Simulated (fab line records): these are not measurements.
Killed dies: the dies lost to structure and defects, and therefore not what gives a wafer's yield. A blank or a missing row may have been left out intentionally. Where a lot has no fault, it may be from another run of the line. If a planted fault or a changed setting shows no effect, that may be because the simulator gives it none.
Matching of chambers + flow nandHarc + rieDiel-09 running NHARC_A_M0_DESCUM_14: 4 sister chambers
The step chemistry O2, time 3 s. 14 wafers are shown with their chamber, then 7 later ones without.

## WAFERS, EACH WITH ITS CHAMBER
| wafer  | chamber | drypumpMotorCurrentA (A) | rfVppV (V) | oesProductAu (a.u.) |
|--------|---------|--------------------------|------------|---------------------|
| L079.1 | 3       | 6.2                      | 57.1       | 0.994               |
| L079.2 | 0       | 5.6                      | 56.6       | 1.005               |
| L079.4 | 3       | 6.2                      | 58.2       | 1.000               |
| L076.1 | 2       | 5.7                      | 56.2       | 1.013               |
| L076.3 | 3       | 6.2                      | 57.5       | 1.003               |
| L076.4 | 2       | 5.6                      | 58.6       | 0.995               |
| L080.4 | 3       | 6.2                      | 58.6       | 0.997               |
| L080.5 | 2       | 5.6                      | 57.4       | 0.991               |
| L080.6 | 3       | 6.2                      | 59.9       | 0.996               |
| L083.2 | 0       | 5.5                      | 56.4       | 1.014               |
| L083.3 | 2       | 5.6                      | 59.0       | 1.013               |
| L083.4 | 3       | 6.2                      | 58.3       | 1.004               |
| L084.1 | 2       | 5.6                      | 57.6       | 1.006               |
| L084.3 | 1       | 6.0                      | 58.7       | 1.006               |

SIGNATURES (averages over the wafers above)
| reading              | chamber 0 | chamber 1 | chamber 2 | chamber 3 | scatter within a chamber |
|----------------------|-----------|-----------|-----------|-----------|--------------------------|
| drypumpMotorCurrentA | 5.550     | 6.000     | 5.620     | 6.200     | 0.0361                   |
| rfVppV               | 56.500    | 58.700    | 57.760    | 58.267    | 0.979                    |
| oesProductAu         | 1.00950   | 1.00600   | 1.00360   | 0.99900   | 0.00732                  |
Rule: a wafer's distance from a chamber is the root of the sum, over the readings, of the square of ((its reading less the chamber's mean) divided by the reading's scatter). The wafer belongs to the nearest chamber; if the next one is less than 2 further off, it can't be placed. How the scatter is found: for the shown wafers, subtract from each reading the mean of its chamber, square and add these, divide the total by (wafers less chambers), then take the root.

## WAFERS WITH NO CHAMBER GIVEN
| wafer  | drypumpMotorCurrentA (A) | rfVppV (V) | oesProductAu (a.u.) |
|--------|--------------------------|------------|---------------------|
| L084.5 | 6.0                      | 56.9       | 1.019               |
| L092.1 | 6.0                      | 56.8       | 1.019               |
| L092.3 | 5.6                      | 57.4       | 1.013               |
| L092.6 | 6.2                      | 59.3       | 1.004               |
| L095.1 | 6.0                      | 57.9       | 1.013               |
| L095.2 | 5.6                      | 58.7       | 1.008               |
| L095.5 | 5.5                      | 56.1       | 1.007               |

## WHICH CHAMBER EACH ONE RAN IN
| wafer  | from the rows above     | in truth |
|--------|-------------------------|----------|
| L084.5 | 1                       | 1        |
| L092.1 | 1                       | 1        |
| L092.3 | can't be placed: 2 or 0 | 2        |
| L092.6 | 3                       | 3        |
| L095.1 | 1                       | 1        |
| L095.2 | can't be placed: 2 or 0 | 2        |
| L095.5 | 0                       | 0        |
Correctly placed: 5 of 7. Can't be placed from these rows: 2 (the true chamber is among the candidates in 2). Placed wrongly: 0.
